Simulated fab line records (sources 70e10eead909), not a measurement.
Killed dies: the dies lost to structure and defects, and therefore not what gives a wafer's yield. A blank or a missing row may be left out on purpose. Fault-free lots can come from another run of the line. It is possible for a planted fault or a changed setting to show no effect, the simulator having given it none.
Which tool is to blame? || flow nand harc || 39 wafers from 13 lots sampled at 6 of the route's 1159 steps

## WHAT THE GAUGES READ, wafer by wafer
NHARC_P_GATE_CD_MEAS_46 targets a cd of 720 nm. Usual: cd nm 718.3 nm, standard deviation 2.2.
{"lot": "L726", "measured": "day 5 06:38", "on": "cd sem-01", "cd nm (nm)": "713.9 716.5 717.3", "flag": ""}
{"lot": "L727", "measured": "day 5 16:00", "on": "cd sem-03", "cd nm (nm)": "718.9 716.7 718.0", "flag": ""}
{"lot": "L729", "measured": "day 6 00:06", "on": "cd sem-01", "cd nm (nm)": "718.4 717.5 716.8", "flag": ""}
{"lot": "L728", "measured": "day 6 00:23", "on": "cd sem-03", "cd nm (nm)": "716.4 715.8 714.0", "flag": ""}
{"lot": "L731", "measured": "day 6 09:26", "on": "cd sem-03", "cd nm (nm)": "717.3 720.0 715.2", "flag": ""}
{"lot": "L732", "measured": "day 6 09:56", "on": "cd sem-02", "cd nm (nm)": "719.1 717.5 718.3", "flag": ""}
{"lot": "L733", "measured": "day 6 23:16", "on": "cd sem-02", "cd nm (nm)": "719.9 722.3 720.4", "flag": ""}
{"lot": "L734", "measured": "day 7 03:29", "on": "cd sem-02", "cd nm (nm)": "719.0 717.9 719.6", "flag": ""}
{"lot": "L735", "measured": "day 7 03:46", "on": "cd sem-01", "cd nm (nm)": "717.2 719.3 723.5", "flag": ""}
{"lot": "L736", "measured": "day 7 18:17", "on": "cd sem-01", "cd nm (nm)": "719.9 719.0 721.6", "flag": ""}
{"lot": "L739", "measured": "day 8 15:29", "on": "cd sem-03", "cd nm (nm)": "719.0 717.8 718.6", "flag": ""}
{"lot": "L738", "measured": "day 8 15:39", "on": "cd sem-01", "cd nm (nm)": "719.3 720.1 719.7", "flag": ""}
{"lot": "L740", "measured": "day 8 21:49", "on": "cd sem-02", "cd nm (nm)": "721.2 719.8 719.1", "flag": ""}

NHARC_P_GATE_CD_MEAS_91 targets a cd of 2000 nm. Usual: cd nm 1999 nm, standard deviation 3.1.
{"lot": "L726", "measured": "day 5 10:22", "on": "cd sem-03", "cd nm (nm)": "2002 2004 2000", "flag": ""}
{"lot": "L727", "measured": "day 5 19:31", "on": "cd sem-01", "cd nm (nm)": "2003 2004 2000", "flag": ""}
{"lot": "L729", "measured": "day 6 03:34", "on": "cd sem-03", "cd nm (nm)": "2003 2004 2004", "flag": ""}
{"lot": "L728", "measured": "day 6 03:53", "on": "cd sem-02", "cd nm (nm)": "2002 2002 1999", "flag": ""}
{"lot": "L731", "measured": "day 6 12:56", "on": "cd sem-01", "cd nm (nm)": "1998 1994 1997", "flag": ""}
{"lot": "L732", "measured": "day 6 13:31", "on": "cd sem-01", "cd nm (nm)": "1999 1999 1998", "flag": ""}
{"lot": "L733", "measured": "day 7 02:49", "on": "cd sem-02", "cd nm (nm)": "1997 2000 1995", "flag": ""}
{"lot": "L734", "measured": "day 7 07:00", "on": "cd sem-02", "cd nm (nm)": "1999 1994 1993", "flag": ""}
{"lot": "L735", "measured": "day 7 07:23", "on": "cd sem-02", "cd nm (nm)": "2004 2000 2004", "flag": ""}
{"lot": "L736", "measured": "day 7 21:45", "on": "cd sem-01", "cd nm (nm)": "2001 1999 1999", "flag": ""}
{"lot": "L739", "measured": "day 8 19:09", "on": "cd sem-01", "cd nm (nm)": "1999 2002 2001", "flag": ""}
{"lot": "L738", "measured": "day 8 19:38", "on": "cd sem-01", "cd nm (nm)": "1993 1996 1998", "flag": ""}
{"lot": "L740", "measured": "day 9 01:20", "on": "cd sem-03", "cd nm (nm)": "- - -", "flag": "OFF"}

NHARC_END_SORT_01. Usual: killed at array 28, standard deviation 11; killed at other 0.7, standard deviation 0.88; killed at periphery 3.1, standard deviation 2.2; killed dies 31, standard deviation 12; killed open 3.3, standard deviation 2; killed short 2.0, standard deviation 1.6.
{"lot": "L726", "measured": "day 19 12:16", "on": "prober-02", "killed at array": "33 23 16", "killed at other": "3 2 2", "killed at periphery": "3 2 4", "killed dies": "39 27 22", "killed open": "3 4 1", "killed short": "3 1 0", "flag": ""}
{"lot": "L727", "measured": "day 19 19:25", "on": "prober-01", "killed at array": "23 24 19", "killed at other": "1 2 1", "killed at periphery": "4 4 6", "killed dies": "28 30 26", "killed open": "3 4 0", "killed short": "1 4 1", "flag": ""}
{"lot": "L729", "measured": "day 20 03:09", "on": "prober-02", "killed at array": "12 16 26", "killed at other": "0 0 0", "killed at periphery": "1 4 3", "killed dies": "13 20 29", "killed open": "1 4 4", "killed short": "0 1 6", "flag": ""}
{"lot": "L728", "measured": "day 20 03:12", "on": "prober-01", "killed at array": "22 19 21", "killed at other": "0 0 1", "killed at periphery": "6 3 1", "killed dies": "28 22 23", "killed open": "3 0 1", "killed short": "3 1 1", "flag": ""}
{"lot": "L731", "measured": "day 20 10:55", "on": "prober-01", "killed at array": "16 18 24", "killed at other": "1 0 0", "killed at periphery": "4 4 3", "killed dies": "21 22 27", "killed open": "5 5 3", "killed short": "1 2 1", "flag": ""}
{"lot": "L732", "measured": "day 20 19:28", "on": "prober-01", "killed at array": "16 20 15", "killed at other": "2 0 1", "killed at periphery": "3 1 4", "killed dies": "21 21 20", "killed open": "7 2 5", "killed short": "1 1 0", "flag": ""}
{"lot": "L733", "measured": "day 21 08:29", "on": "prober-01", "killed at array": "33 32 28", "killed at other": "0 1 0", "killed at periphery": "5 3 2", "killed dies": "38 36 30", "killed open": "4 5 1", "killed short": "4 1 1", "flag": ""}
{"lot": "L734", "measured": "day 21 07:41", "on": "prober-02", "killed at array": "16 23 28", "killed at other": "1 1 1", "killed at periphery": "4 1 1", "killed dies": "21 25 30", "killed open": "1 1 4", "killed short": "0 2 1", "flag": ""}
{"lot": "L735", "measured": "day 21 20:15", "on": "prober-02", "killed at array": "20 14 14", "killed at other": "1 2 1", "killed at periphery": "2 1 0", "killed dies": "23 17 15", "killed open": "2 2 1", "killed short": "6 6 0", "flag": ""}
{"lot": "L736", "measured": "day 22 02:26", "on": "prober-02", "killed at array": "44 33 40", "killed at other": "1 1 0", "killed at periphery": "2 1 2", "killed dies": "47 35 42", "killed open": "5 1 3", "killed short": "1 1 0", "flag": ""}
{"lot": "L739", "measured": "day 22 14:23", "on": "prober-01", "killed at array": "28 29 24", "killed at other": "1 0 0", "killed at periphery": "1 6 2", "killed dies": "30 35 26", "killed open": "1 5 0", "killed short": "2 2 4", "flag": ""}
{"lot": "L738", "measured": "day 22 22:05", "on": "prober-02", "killed at array": "33 37 41", "killed at other": "1 0 0", "killed at periphery": "5 1 3", "killed dies": "39 38 44", "killed open": "1 4 6", "killed short": "6 0 4", "flag": ""}
{"lot": "L740", "measured": "day 23 16:56", "on": "prober-01", "killed at array": "33 23 30", "killed at other": "1 3 0", "killed at periphery": "643 651 647", "killed dies": "677 677 677", "killed open": "1 4 2", "killed short": "3 2 2", "flag": "OFF"}

## TOOL THAT RAN EACH LOT (tool first, then ch and the chambers of the sampled wafers, then the start)
{"lot": "L726", "NHARC_P_GATE_ETCH_32": "rie si-05 ch 1,2,3, day 4 19:19", "NHARC_P_GATE_EXPOSE_88": "krf scanner-04 ch 0, day 5 10:13", "NHARC_P_GATE_STRIP_113": "plasma asher-02 ch 0,1, day 5 11:22"}
{"lot": "L727", "NHARC_P_GATE_ETCH_32": "rie si-05 ch 0,1,2, day 5 02:25", "NHARC_P_GATE_EXPOSE_88": "krf scanner-02 ch 0, day 5 19:21", "NHARC_P_GATE_STRIP_113": "plasma asher-01 ch 0,1, day 5 20:03"}
{"lot": "L729", "NHARC_P_GATE_ETCH_32": "rie si-04 ch 1,2,3, day 5 12:46", "NHARC_P_GATE_EXPOSE_88": "krf scanner-01 ch 0, day 6 03:25", "NHARC_P_GATE_STRIP_113": "plasma asher-01 ch 0,1, day 6 04:08"}
{"lot": "L728", "NHARC_P_GATE_ETCH_32": "rie si-05 ch 0,2, day 5 12:56", "NHARC_P_GATE_EXPOSE_88": "krf scanner-04 ch 0, day 6 03:44", "NHARC_P_GATE_STRIP_113": "plasma asher-02 ch 0,1, day 6 04:25"}
{"lot": "L731", "NHARC_P_GATE_ETCH_32": "rie si-04 ch 0,1,2, day 5 22:10", "NHARC_P_GATE_EXPOSE_88": "krf scanner-04 ch 0, day 6 12:47", "NHARC_P_GATE_STRIP_113": "plasma asher-02 ch 0,1, day 6 13:30"}
{"lot": "L732", "NHARC_P_GATE_ETCH_32": "rie si-05 ch 1,2,3, day 5 22:30", "NHARC_P_GATE_EXPOSE_88": "krf scanner-04 ch 0, day 6 13:22", "NHARC_P_GATE_STRIP_113": "plasma asher-01 ch 0,1, day 6 14:12"}
{"lot": "L733", "NHARC_P_GATE_ETCH_32": "rie si-04 ch 0,1,2, day 6 12:01", "NHARC_P_GATE_EXPOSE_88": "krf scanner-02 ch 0, day 7 02:40", "NHARC_P_GATE_STRIP_113": "plasma asher-02 ch 0,1, day 7 03:22"}
{"lot": "L734", "NHARC_P_GATE_ETCH_32": "rie si-05 ch 0,1, day 6 16:10", "NHARC_P_GATE_EXPOSE_88": "krf scanner-04 ch 0, day 7 06:50", "NHARC_P_GATE_STRIP_113": "plasma asher-02 ch 0,1, day 7 07:32"}
{"lot": "L735", "NHARC_P_GATE_ETCH_32": "rie si-06 ch 0,2,3, day 6 16:16", "NHARC_P_GATE_EXPOSE_88": "krf scanner-02 ch 0, day 7 07:14", "NHARC_P_GATE_STRIP_113": "plasma asher-01 ch 0,1, day 7 08:09"}
{"lot": "L736", "NHARC_P_GATE_ETCH_32": "rie si-04 ch 0,3, day 7 06:54", "NHARC_P_GATE_EXPOSE_88": "krf scanner-02 ch 0, day 7 21:35", "NHARC_P_GATE_STRIP_113": "plasma asher-02 ch 0,1, day 7 22:24"}
{"lot": "L739", "NHARC_P_GATE_ETCH_32": "rie si-05 ch 0,2,3, day 8 03:34", "NHARC_P_GATE_EXPOSE_88": "krf scanner-04 ch 0, day 8 19:00", "NHARC_P_GATE_STRIP_113": "plasma asher-01 ch 0,1, day 8 19:48"}
{"lot": "L738", "NHARC_P_GATE_ETCH_32": "rie si-06 ch 0,1,3, day 8 04:05", "NHARC_P_GATE_EXPOSE_88": "krf scanner-04 ch 0, day 8 19:29", "NHARC_P_GATE_STRIP_113": "plasma asher-01 ch 0,1, day 8 20:41"}
{"lot": "L740", "NHARC_P_GATE_ETCH_32": "rie si-05 ch 2,3, day 8 10:32", "NHARC_P_GATE_EXPOSE_88": "krf scanner-04 ch 0, day 9 01:11", "NHARC_P_GATE_STRIP_113": "plasma asher-02 ch 0,1, day 9 02:17"}
- NHARC_P_GATE_ETCH_32: etches the open film in HBr/Cl2, target depth 150 nm, time 100.1 s.
- NHARC_P_GATE_EXPOSE_88: exposes mask P HVN, target cd 2000 nm.
- NHARC_P_GATE_STRIP_113: strips in N2/H2, time 740 s.

## WHAT THE TOOLS THEMSELVES READ (means of the sampled wafers that have a number; where no wafer has one, the mark that the record gives instead)
NHARC_P_GATE_ETCH_32. Usual: bias w 99.96 W, standard deviation 0.29; drypump motor current A 6.1 A, standard deviation 0.38; oes product au 1.004 a.u., standard deviation 0.01; throttle valve pct 26.407 %, standard deviation 0.0089.
{"lot": "L726", "tool": "rie si-05", "bias w (W)": 99.91, "drypump motor current A (A)": 6.0, "oes product au (a.u.)": 1.009, "throttle valve pct (%)": 26.413, "flag": ""}
{"lot": "L727", "tool": "rie si-05", "bias w (W)": 99.97, "drypump motor current A (A)": 6.2, "oes product au (a.u.)": 1.007, "throttle valve pct (%)": 26.413, "flag": ""}
{"lot": "L729", "tool": "rie si-04", "bias w (W)": 99.90, "drypump motor current A (A)": 6.2, "oes product au (a.u.)": 1.019, "throttle valve pct (%)": 26.401, "flag": ""}
{"lot": "L728", "tool": "rie si-05", "bias w (W)": 100.11, "drypump motor current A (A)": 6.5, "oes product au (a.u.)": 1.003, "throttle valve pct (%)": 26.419, "flag": ""}
{"lot": "L731", "tool": "rie si-04", "bias w (W)": 99.85, "drypump motor current A (A)": 5.9, "oes product au (a.u.)": 1.011, "throttle valve pct (%)": 26.405, "flag": ""}
{"lot": "L732", "tool": "rie si-05", "bias w (W)": 99.82, "drypump motor current A (A)": 6.0, "oes product au (a.u.)": 1.008, "throttle valve pct (%)": 26.415, "flag": ""}
{"lot": "L733", "tool": "rie si-04", "bias w (W)": 100.30, "drypump motor current A (A)": 5.9, "oes product au (a.u.)": 1.012, "throttle valve pct (%)": 26.402, "flag": ""}
{"lot": "L734", "tool": "rie si-05", "bias w (W)": 99.83, "drypump motor current A (A)": 5.9, "oes product au (a.u.)": 1.005, "throttle valve pct (%)": 26.406, "flag": ""}
{"lot": "L735", "tool": "rie si-06", "bias w (W)": 99.56, "drypump motor current A (A)": 6.3, "oes product au (a.u.)": 1.008, "throttle valve pct (%)": 26.405, "flag": ""}
{"lot": "L736", "tool": "rie si-04", "bias w (W)": 100.25, "drypump motor current A (A)": 5.9, "oes product au (a.u.)": 1.011, "throttle valve pct (%)": 26.409, "flag": ""}
{"lot": "L739", "tool": "rie si-05", "bias w (W)": 100.06, "drypump motor current A (A)": 6.2, "oes product au (a.u.)": 1.005, "throttle valve pct (%)": 26.401, "flag": ""}
{"lot": "L738", "tool": "rie si-06", "bias w (W)": 99.63, "drypump motor current A (A)": 6.1, "oes product au (a.u.)": 0.987, "throttle valve pct (%)": 26.409, "flag": ""}
{"lot": "L740", "tool": "rie si-05", "bias w (W)": 100.07, "drypump motor current A (A)": 6.0, "oes product au (a.u.)": 1.003, "throttle valve pct (%)": 26.410, "flag": ""}

NHARC_P_GATE_STRIP_113. Usual: drypump motor current A 5.7 A, standard deviation 0.39; heater power w 84 W, standard deviation 11; rf refl power W 23 W, standard deviation 8.4.
{"lot": "L726", "tool": "plasma asher-02", "drypump motor current A (A)": 6.1, "heater power w (W)": 96, "rf refl power W (W)": 16, "flag": ""}
{"lot": "L727", "tool": "plasma asher-01", "drypump motor current A (A)": 5.4, "heater power w (W)": 77, "rf refl power W (W)": 30, "flag": ""}
{"lot": "L729", "tool": "plasma asher-01", "drypump motor current A (A)": 5.4, "heater power w (W)": 79, "rf refl power W (W)": 30, "flag": ""}
{"lot": "L728", "tool": "plasma asher-02", "drypump motor current A (A)": 5.7, "heater power w (W)": 95, "rf refl power W (W)": 13, "flag": ""}
{"lot": "L731", "tool": "plasma asher-02", "drypump motor current A (A)": 5.7, "heater power w (W)": 95, "rf refl power W (W)": 12, "flag": ""}
{"lot": "L732", "tool": "plasma asher-01", "drypump motor current A (A)": 5.5, "heater power w (W)": 75, "rf refl power W (W)": 28, "flag": ""}
{"lot": "L733", "tool": "plasma asher-02", "drypump motor current A (A)": 5.7, "heater power w (W)": 93, "rf refl power W (W)": 13, "flag": ""}
{"lot": "L734", "tool": "plasma asher-02", "drypump motor current A (A)": 6.1, "heater power w (W)": 94, "rf refl power W (W)": 16, "flag": ""}
{"lot": "L735", "tool": "plasma asher-01", "drypump motor current A (A)": 5.4, "heater power w (W)": 77, "rf refl power W (W)": 30, "flag": ""}
{"lot": "L736", "tool": "plasma asher-02", "drypump motor current A (A)": 5.7, "heater power w (W)": 95, "rf refl power W (W)": 12, "flag": ""}
{"lot": "L739", "tool": "plasma asher-01", "drypump motor current A (A)": 5.4, "heater power w (W)": 77, "rf refl power W (W)": 30, "flag": ""}
{"lot": "L738", "tool": "plasma asher-01", "drypump motor current A (A)": 5.5, "heater power w (W)": 75, "rf refl power W (W)": 28, "flag": ""}
{"lot": "L740", "tool": "plasma asher-02", "drypump motor current A (A)": 5.7, "heater power w (W)": 93, "rf refl power W (W)": 12, "flag": ""}

## THE ANSWER, worked out from the rows above alone
Rule: lot off if the mean of its wafers having a number is beyond 3 standard deviations from the usual mean. Also off: a lot with no number at a reading for which 4 or more lots have one. Where the step has rows for the other lots, those lots are counted as sound. After the gauges, taken in route order, come the tools' own readings; for these a lot's mean is taken, as printed above. The first step at which some lot is off is used, and at that step the reading that is off furthest; a lot without a number counts as furthest.
Off, at NHARC_P_GATE_CD_MEAS_91 on cd nm: L740. Without a number there: L740.
A tool fits if, at a process step before that reading, it ran every lot that is off, and no sound lot after the first of them. The gauges at NHARC_P_GATE_CD_MEAS_91 aren't tried: what is off there is off at NHARC_END_SORT_01 too, on other tools, and a gauge's error can't cause that. This does not decide it: 2 tools fit, namely rie si-05 at NHARC_P_GATE_ETCH_32 and krf scanner-04 at NHARC_P_GATE_EXPOSE_88.

## WHAT THE SIMULATOR HAD INSERTED
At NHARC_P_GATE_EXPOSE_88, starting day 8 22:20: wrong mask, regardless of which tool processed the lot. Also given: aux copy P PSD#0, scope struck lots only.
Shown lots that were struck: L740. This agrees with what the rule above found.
